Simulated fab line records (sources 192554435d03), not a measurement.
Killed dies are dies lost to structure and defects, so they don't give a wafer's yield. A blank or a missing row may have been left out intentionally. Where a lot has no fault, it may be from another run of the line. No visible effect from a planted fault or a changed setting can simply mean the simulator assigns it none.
Chamber matching | flow n5 finfet | N5_MOL_CONTACT_COAG_STRIP_98 on rie diel-03: 4 sister chambers
The step strips in N2/H2. 8 wafers are shown with their chamber, then 9 later ones without.

WAFERS, EACH WITH ITS CHAMBER
wafer  | chamber | showerhead plenum p Torr (Torr) | drypump motor current A (A)
L077.3 | 1       | 3.49                            | 5.3
L078.6 | 0       | 3.26                            | 5.6
L079.1 | 0       | 3.26                            | 5.5
L079.4 | 3       | 3.56                            | 5.9
L079.5 | 2       | 3.33                            | 6.1
L084.2 | 2       | 3.33                            | 6.2
L084.3 | 1       | 3.48                            | 5.3
L084.6 | 3       | 3.56                            | 5.9

WAFERS WHOSE CHAMBER IS MISSING
wafer  | showerhead plenum p Torr (Torr) | drypump motor current A (A)
L088.1 | 3.25                            | 5.6
L088.4 | 3.47                            | 5.3
L088.5 | 3.47                            | 5.3
L089.1 | 3.32                            | 6.2
L089.2 | 3.25                            | 5.6
L089.6 | 3.47                            | 5.3
L094.1 | 3.32                            | 6.1
L094.2 | 3.55                            | 5.9
L094.4 | 3.47                            | 5.3

THE CHAMBER EACH PASSED THROUGH
wafer  | from the rows above | in truth
L088.1 | 0                   | 0
L088.4 | 1                   | 1
L088.5 | 1                   | 1
L089.1 | 2                   | 2
L089.2 | 0                   | 0
L089.6 | 1                   | 1
L094.1 | 2                   | 2
L094.2 | 3                   | 3
L094.4 | 1                   | 1
Correct placement for 9 of the 9. Not placeable from these rows: 0. Number placed wrongly: 0.
How it was worked out, from the rows above alone: a wafer's distance from a chamber is the root of the sum, over the readings, of the square of ((its reading less the chamber's mean) divided by the reading's scatter). The wafer belongs to the nearest chamber; if the next one is less than 2 further off, it can't be placed. For every chamber, the mean is computed from those of its wafers that are shown. The scatter: take each reading less its chamber's mean, square it, sum over the shown wafers, divide by the number of wafers less the number of chambers, and take the root.
